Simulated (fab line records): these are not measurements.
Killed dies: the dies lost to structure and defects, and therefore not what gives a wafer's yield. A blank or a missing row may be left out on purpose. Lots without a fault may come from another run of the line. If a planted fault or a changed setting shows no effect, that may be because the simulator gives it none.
The tool behind it: which one?    flow nandHarc    14 lots, 42 wafers sampled, at 5 steps of a route of 1302

== WHAT EACH GAUGE READ, for each wafer ==
NHARC_A_BONDPAD_CD_MEAS_13. Usual: cdNm 498.6 nm, standard deviation 2.1.
lot   measured      on        cdNm (nm)          flag
L795  day 23 14:56  cdSem-03  499.3 499.6 494.1  
L796  day 23 15:56  cdSem-02  500.8 500.2 499.6  
L798  day 24 19:43  cdSem-03  495.9 496.8 495.8  
L803  day 26 07:47  cdSem-02  498.4 496.4 494.9  
L804  day 26 17:28  cdSem-02  494.4 496.6 499.5  
L805  day 26 20:47  cdSem-03  500.3 498.5 498.6  
L810  day 29 10:29  cdSem-01  502.4 500.2 502.8  
L811  day 30 07:08  cdSem-01  501.0 496.4 497.5  
L812  day 30 07:58  cdSem-01  498.3 497.2 497.1  
L813  day 30 14:06  cdSem-01  496.4 496.3 499.9  
L814  day 30 16:15  cdSem-01  498.8 501.0 496.3  
L817  day 31 22:33  cdSem-03  499.8 498.7 497.0  
L816  day 32 00:14  cdSem-03  499.2 500.9 499.2  
L818  day 33 04:51  cdSem-02  499.4 497.5 499.8  

NHARC_END_SORT_01. Usual: defectLimitedYield 90.9 % (standard deviation 2.8); killedAtArray 56 (standard deviation 19); killedAtOther 1.0 (standard deviation 1.3); killedAtPeriphery 3.8 (standard deviation 2.2); killedDies 61 (standard deviation 19); killedOpen 3.1 (standard deviation 1.9); killedShort 2.3 (standard deviation 1.5).
lot   measured      on         defectLimitedYield (%)  killedAtArray  killedAtOther  killedAtPeriphery  killedDies   killedOpen  killedShort  flag
L795  day 24 20:38  prober-02  92.5 93.1 92.9          49 40 44       0 1 0          2 6 4              51 47 48     2 5 2       4 4 1        
L796  day 24 20:38  prober-01  89.7 89.5 90.4          67 65 60       1 4 2          2 2 3              70 71 65     2 4 4       2 0 6        
L798  day 26 02:43  prober-02  90.8 93.4 92.5          57 43 45       0 0 0          5 2 6              62 45 51     4 2 2       1 3 1        
L803  day 27 15:47  prober-01  90.0 90.3 91.3          54 59 48       3 1 3          11 6 8             68 66 59     6 3 2       2 2 2        
L804  day 28 00:18  prober-02  75.6 82.7 75.5          163 111 163    0 0 0          2 6 3              165 117 166  1 1 1       0 0 2        OFF
L805  day 28 01:10  prober-01  81.2 74.9 76.4          121 163 155    2 2 2          4 5 3              127 170 160  3 2 2       2 1 2        OFF
L810  day 30 17:17  prober-02  91.7 92.3 92.9          55 50 45       0 0 1          1 2 2              56 52 48     3 4 3       3 3 2        
L811  day 31 15:49  prober-02  88.2 87.6 88.8          75 80 69       0 0 0          5 4 7              80 84 76     1 5 6       3 3 0        
L812  day 31 20:24  prober-01  92.3 90.7 89.2          49 57 67       0 0 0          3 6 6              52 63 73     2 7 6       4 1 1        
L813  day 32 00:27  prober-02  95.1 95.0 94.5          30 32 37       1 0 0          2 2 0              33 34 37     4 1 4       0 0 2        
L814  day 32 05:02  prober-01  86.3 84.9 88.5          88 96 75       0 2 0          5 4 3              93 102 78    4 2 2       1 1 1        
L817  day 33 03:59  prober-01  92.5 92.2 92.2          45 45 50       2 3 2          4 5 1              51 53 53     2 3 2       5 3 3        
L816  day 33 05:19  prober-02  92.2 88.3 91.9          52 78 48       1 0 1          0 1 6              53 79 55     2 9 2       2 2 1        
L818  day 34 11:44  prober-02  89.4 88.6 87.0          70 73 84       0 1 3          2 3 1              72 77 88     1 3 5       0 5 3        

== TOOL THAT RAN EACH LOT (tool first, then ch and the chambers of the sampled wafers, then the start) ==
lot   NHARC_A_BONDPAD_DEP_00           NHARC_THIN_TSV_DEGAS_49      NHARC_THIN_TSV_PRE_CLEAN_50
L795  pecvd-03 ch 0,1, day 23 13:08    pvdSputter-03, day 24 08:19  pvdSputter-03, day 24 20:38 or earlier
L796  pecvd-04 ch 0,1,2, day 23 14:11  pvdSputter-02, day 24 09:43  pvdSputter-02, day 24 20:38 or earlier
L798  pecvd-04 ch 0,1,2, day 24 18:02  pvdSputter-03, day 25 13:25  pvdSputter-03, day 26 02:43 or earlier
L803  pecvd-04 ch 0,2, day 26 06:15    pvdSputter-02, day 27 01:34  pvdSputter-02, day 27 15:47 or earlier
L804  pecvd-04 ch 0,1,2, day 26 15:50  pvdSputter-01, day 27 12:21  pvdSputter-01, day 28 00:18 or earlier
L805  pecvd-04 ch 0,1,2, day 26 19:04  pvdSputter-01, day 27 13:38  pvdSputter-01, day 28 01:10 or earlier
L810  pecvd-02 ch 0,1,2, day 29 08:44  pvdSputter-02, day 30 03:34  pvdSputter-02, day 30 17:17 or earlier
L811  pecvd-04 ch 0,2, day 30 05:26    pvdSputter-01, day 31 01:43  pvdSputter-01, day 31 15:49 or earlier
L812  pecvd-04 ch 0,1,2, day 30 06:26  pvdSputter-03, day 31 00:30  pvdSputter-03, day 31 20:24 or earlier
L813  pecvd-02 ch 0,1, day 30 12:34    pvdSputter-03, day 31 08:06  pvdSputter-03, day 32 00:27 or earlier
L814  pecvd-04 ch 1,2, day 30 14:32    pvdSputter-03, day 31 09:23  pvdSputter-03, day 32 05:02 or earlier
L817  pecvd-04 ch 0,2, day 31 20:58    pvdSputter-02, day 32 15:58  pvdSputter-02, day 33 03:59 or earlier
L816  pecvd-04 ch 0,1, day 31 22:32    pvdSputter-02, day 32 17:17  pvdSputter-02, day 33 05:19 or earlier
L818  pecvd-03 ch 1,2, day 33 03:08    pvdSputter-01, day 33 23:28  pvdSputter-01, day 34 11:44 or earlier
- NHARC_A_BONDPAD_DEP_00: deposits SiCN, target thk 250 nm.
- NHARC_THIN_TSV_DEGAS_49: time 120 s.
- NHARC_THIN_TSV_PRE_CLEAN_50: time 30 s.

== WHAT THE TOOLS THEMSELVES READ (means of the sampled wafers that have a number; where no wafer has one, the mark that the record gives instead) ==
NHARC_A_BONDPAD_DEP_00. Usual: chamberPressureTorr 3.001 Torr, standard deviation 0.0062; heaterPowerW 608 W, standard deviation 94; rfFwdPowerW 449.0 W, standard deviation 1.3.
lot   tool      chamberPressureTorr (Torr)  heaterPowerW (W)  rfFwdPowerW (W)  flag
L795  pecvd-03  3.006                       638               448.7            
L796  pecvd-04  3.002                       592               449.5            
L798  pecvd-04  3.004                       581               449.1            
L803  pecvd-04  3.002                       674               448.3            
L804  pecvd-04  3.000                       611               449.6            
L805  pecvd-04  3.004                       638               449.7            
L810  pecvd-02  3.004                       623               448.8            
L811  pecvd-04  3.006                       619               450.2            
L812  pecvd-04  3.004                       592               448.7            
L813  pecvd-02  3.000                       694               448.3            
L814  pecvd-04  3.002                       595               449.4            
L817  pecvd-04  2.998                       651               448.9            
L816  pecvd-04  3.000                       531               449.9            
L818  pecvd-03  2.993                       468               448.4            

NHARC_THIN_TSV_DEGAS_49. Usual: heaterPowerW 474 W, standard deviation 44.
lot   tool           heaterPowerW (W)  flag
L795  pvdSputter-03  528               
L796  pvdSputter-02  455               
L798  pvdSputter-03  488               
L803  pvdSputter-02  449               
L804  pvdSputter-01  482               
L805  pvdSputter-01  517               
L810  pvdSputter-02  441               
L811  pvdSputter-01  464               
L812  pvdSputter-03  512               
L813  pvdSputter-03  438               
L814  pvdSputter-03  476               
L817  pvdSputter-02  458               
L816  pvdSputter-02  464               
L818  pvdSputter-01  468               

NHARC_THIN_TSV_PRE_CLEAN_50. Usual: heaterPowerW 413 W, standard deviation 38.
lot   tool           heaterPowerW (W)  flag
L795  pvdSputter-03  392               
L796  pvdSputter-02  399               
L798  pvdSputter-03  433               
L803  pvdSputter-02  401               
L804  pvdSputter-01  416               
L805  pvdSputter-01  415               
L810  pvdSputter-02  400               
L811  pvdSputter-01  451               
L812  pvdSputter-03  430               
L813  pvdSputter-03  427               
L814  pvdSputter-03  415               
L817  pvdSputter-02  411               
L816  pvdSputter-02  388               
L818  pvdSputter-01  422               

== THE ANSWER, worked out from the rows above alone ==
Rule: a lot counts as off when the mean over its wafers that have a number is more than 3 standard deviations away from the usual mean. A lot without any number at a reading at which 4 lots or more have one is off too. The other lots that the step has rows for count as sound. After the gauges, taken in route order, come the tools' own readings; for these a lot's mean is taken, as printed above. The first step at which some lot is off is used, and at that step the reading that is off furthest; a lot without a number counts as furthest.
Off: L804, L805, at NHARC_END_SORT_01 (killedDies).
A tool fits if, at a process step before that reading, it ran every lot that is off, and no sound lot after the first of them. Those tools and the gauges at NHARC_END_SORT_01 are tried in the same way. With no start given for some of its lots, NHARC_THIN_TSV_PRE_CLEAN_50 uses the hours and lot order of NHARC_END_SORT_01. Of those tried, none fits.

== WHAT THE SIMULATOR HAD INSERTED ==
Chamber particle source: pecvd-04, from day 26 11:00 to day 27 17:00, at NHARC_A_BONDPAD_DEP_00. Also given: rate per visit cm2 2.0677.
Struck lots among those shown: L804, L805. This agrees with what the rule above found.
